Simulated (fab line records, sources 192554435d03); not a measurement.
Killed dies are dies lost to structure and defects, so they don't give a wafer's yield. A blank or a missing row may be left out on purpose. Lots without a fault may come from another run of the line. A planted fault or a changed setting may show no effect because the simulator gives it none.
Which tool did it? | flow n5_finfet | 10 lots, 30 wafers sampled, at 5 steps of a route of 1938

WHAT THE GAUGES READ, wafer by wafer
N5_BEOL_M13_THK_MEAS_50: measures by xrf.
lot  | measured     | on            | M13_THK (nm)
L190 | day 11 22:44 | film_metro-01 | 416 419 420
L191 | day 12 08:29 | film_metro-02 | 415 419 421
L197 | day 13 15:10 | film_metro-01 | 419 413 412
L198 | day 14 02:23 | film_metro-01 | 417 415 419
L203 | day 14 10:08 | film_metro-02 | 419 422 424
L201 | day 14 10:35 | film_metro-01 | 408 410 418
L209 | day 16 10:53 | film_metro-02 | 424 429 421
L210 | day 17 12:08 | film_metro-02 | 418 410 421
L211 | day 17 21:05 | film_metro-02 | 418 424 422
L212 | day 17 22:53 | film_metro-01 | 417 420 418

WHICH TOOL RAN EACH LOT (tool, then ch and the chambers of the sampled wafers, then the start)
lot  | N5_BEOL_M13_ETCH_67                | N5_BEOL_M13_DEGAS_41         | N5_BEOL_M13_SPUTTER_43       | N5_BEOL_M13_CMP_49
L190 | rie_diel-03 ch 0,1, day 11 16:47   | pvd_sputter-01, day 11 21:11 | pvd_sputter-01, day 11 21:16 | cmp-04 ch 1,2,3, day 11 22:28
L191 | rie_diel-03 ch 1,2,3, day 12 05:53 | pvd_sputter-01, day 12 07:22 | pvd_sputter-01, day 12 07:26 | cmp-04 ch 0,2,3, day 12 08:15
L197 | rie_diel-02 ch 0,1,2, day 13 08:11 | pvd_sputter-01, day 13 13:59 | pvd_sputter-01, day 13 14:04 | cmp-01 ch 1,2,3, day 13 14:59
L198 | rie_diel-02 ch 1,2,3, day 13 22:19 | pvd_sputter-01, day 14 00:56 | pvd_sputter-01, day 14 01:01 | cmp-04 ch 0,1,2, day 14 02:13
L203 | rie_diel-04 ch 2,3, day 14 07:46   | pvd_sputter-03, day 14 08:50 | pvd_sputter-03, day 14 08:55 | cmp-04 ch 0,1,2, day 14 09:55
L201 | rie_diel-02 ch 0,1,2, day 14 08:17 | pvd_sputter-03, day 14 09:12 | pvd_sputter-03, day 14 09:17 | cmp-01 ch 1,2,3, day 14 10:22
L209 | rie_diel-02 ch 0,2,3, day 16 07:40 | pvd_sputter-02, day 16 09:46 | pvd_sputter-02, day 16 09:51 | cmp-04 ch 2,3, day 16 10:35
L210 | rie_diel-02 ch 1,2,3, day 17 06:25 | pvd_sputter-01, day 17 10:45 | pvd_sputter-01, day 17 10:50 | cmp-03 ch 0,2, day 17 11:49
L211 | rie_diel-03 ch 0,3, day 17 17:07   | pvd_sputter-01, day 17 19:59 | pvd_sputter-01, day 17 20:04 | cmp-04 ch 1,3, day 17 20:50
L212 | rie_diel-04 ch 2,3, day 17 19:41   | pvd_sputter-01, day 17 21:46 | pvd_sputter-01, day 17 21:50 | cmp-01 ch 0,1,3, day 17 22:40
- N5_BEOL_M13_ETCH_67: etches SiARC in CF4, target depth 143 nm, time 238.3 s.
- N5_BEOL_M13_DEGAS_41: time 60 s.
- N5_BEOL_M13_SPUTTER_43: material TaN, target thk 15 nm, time 24.19 s.
- N5_BEOL_M13_CMP_49: polishes, stops on SiOC, t overpolish 17.1 s, target thk 420 nm.

THE ANSWER, worked out from the rows above alone
Rule: what is usual is taken from the lots themselves. Put in order of their means at a reading, lots are off if they are a third of the lots or fewer, leave a main group of 4 or more, and stand apart from it by a gap of 3 or more times the standard deviation of the main group's means; of several such gaps the widest counts. A main group whose means are all the same, to the digits that the tables above print for the reading, isn't used. A lot without any number at a reading at which 4 lots or more have one is off too. The other lots that the step has rows for count as sound.
No lot is off at any reading shown: from this, nothing can be told.

WHAT THE SIMULATOR HAD PUT IN
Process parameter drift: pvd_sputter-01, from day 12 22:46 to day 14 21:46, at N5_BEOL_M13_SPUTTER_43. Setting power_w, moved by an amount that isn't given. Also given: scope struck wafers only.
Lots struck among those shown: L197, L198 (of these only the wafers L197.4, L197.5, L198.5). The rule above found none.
